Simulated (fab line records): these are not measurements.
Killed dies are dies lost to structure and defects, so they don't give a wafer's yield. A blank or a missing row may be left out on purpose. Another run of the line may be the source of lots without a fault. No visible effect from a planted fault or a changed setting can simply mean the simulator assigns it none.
Comparing a struck lot with a sound one	flow nand harc	15 out of 1302 route steps
Sound: the wafers L322.2, L322.4, L322.5. Struck: wafer L318.6. (L318.4, L318.5 of the same lot were not struck and are left out.) The cause comes at the end.
At each step with rows: each side's tool, then ch and its chambers, then its first start. Under that, the readings that differ: sound wafers	struck wafers	difference of the means	sigmas: that difference in standard deviations of wafers without a fault.
alike: readings with means less than 2 such deviations apart, plus words and numbers identical on both sides. not compared: withheld readings, readings lacking a value on some wafer, bounds such as >300 that could conceal the same value, and numbers that have no deviation in the record and whose values overlap.
A row with sigmas, a row that says differs or no value, or rows on one side alone: a step with any of these is where the two part. Non-overlapping numbers with no deviation appear without sigmas and do not part them. A reading that every wafer of one side lacks parts them only if that side has two wafers or more.

first, 7 steps without rows for these wafers: NHARC_P_GATE_HMDS_19 (time 30 s); NHARC_P_GATE_COAT_20 (resist thk 90 nm); NHARC_P_GATE_SOFTBAKE_21 (time 55 s); NHARC_P_GATE_EBR_22; NHARC_P_GATE_EXPOSE_23 (exposes mask P GATE, target cd 120 nm); NHARC_P_GATE_PEB_24 (peb time 65 s); NHARC_P_GATE_DEVELOP_25 (develop time 35 s).
NHARC_P_GATE_CD_MEAS_26: the cd target is 120 nm.
  sound on cd sem-02 ch 0, day 11 18:25; struck on cd sem-03 ch 0, day 9 22:36
  alike: cd nm
NHARC_P_GATE_OVL_MEAS_27:
  sound on overlay-02, day 11 18:31; struck on overlay-01, day 9 22:41
reading	sound	struck	difference	sigmas
overlay y nm (nm)	-2.1 -2.1 -2.3	1.8	+4.0	+5
  alike: overlay x nm
NHARC_P_GATE_INSPECT_28:
  sound on defect inspect-01, day 11 18:32; struck on defect inspect-01, day 9 22:43
  alike: raw defect count
NHARC_P_GATE_DESCUM_31: chemistry O2, time 3 s.
  sound on rie diel-09 ch 0,2,3, day 11 18:37; struck on rie diel-13 ch 3, day 9 22:48
  alike: drypump motor current A, oes product au, rf vpp V, showerhead plenum p Torr, throttle valve pct
  not compared: rf hours counter h
NHARC_P_GATE_ETCH_104: etches the open film in CF4/CHF3, target depth 60 nm.
  sound on rie diel-09 ch 1,2, day 11 18:41; struck on rie diel-13 ch 2, day 9 22:52
reading	sound	struck	difference	sigmas
rf vpp V (V)	367.8 370.4 366.7	375.1	+6.8	+3
showerhead plenum p Torr (Torr)	1.48 1.60 1.48	1.69	+0.17	+2
  alike: drypump motor current A, oes product au, rf fwd power W, throttle valve pct
NHARC_P_GATE_HM_OPEN_105: chemistry O2/COS, target depth 360 nm.
  sound on rie diel-09 ch 0,1,3, day 11 18:00; struck on rie diel-13 ch 0, day 9 22:00
reading	sound	struck	difference	sigmas
oes product au (a.u.)	1.010 1.008 1.001	0.527	-0.479	-40
  alike: drypump motor current A, rf fwd power W, rf vpp V, showerhead plenum p Torr, throttle valve pct
  not compared: rf hours counter h
then, 1 step without rows for these wafers: NHARC_P_GATE_STRIP_106 (strips in O2/COS).
-- record jumps: 19 days between struck wafers' starts before vs after; left off in module P_GATE, resumes in module END, first step shown is number 1302 of the route --
NHARC_END_SORT_01:
  the record has rows for the struck wafers here (prober-02 ch 0, day 29 00:31) and none for the sound ones

WHERE THEY PART
Last at NHARC_END_SORT_01 as far as this record goes, first at NHARC_P_GATE_OVL_MEAS_27.

WHY: whatever the simulator had introduced
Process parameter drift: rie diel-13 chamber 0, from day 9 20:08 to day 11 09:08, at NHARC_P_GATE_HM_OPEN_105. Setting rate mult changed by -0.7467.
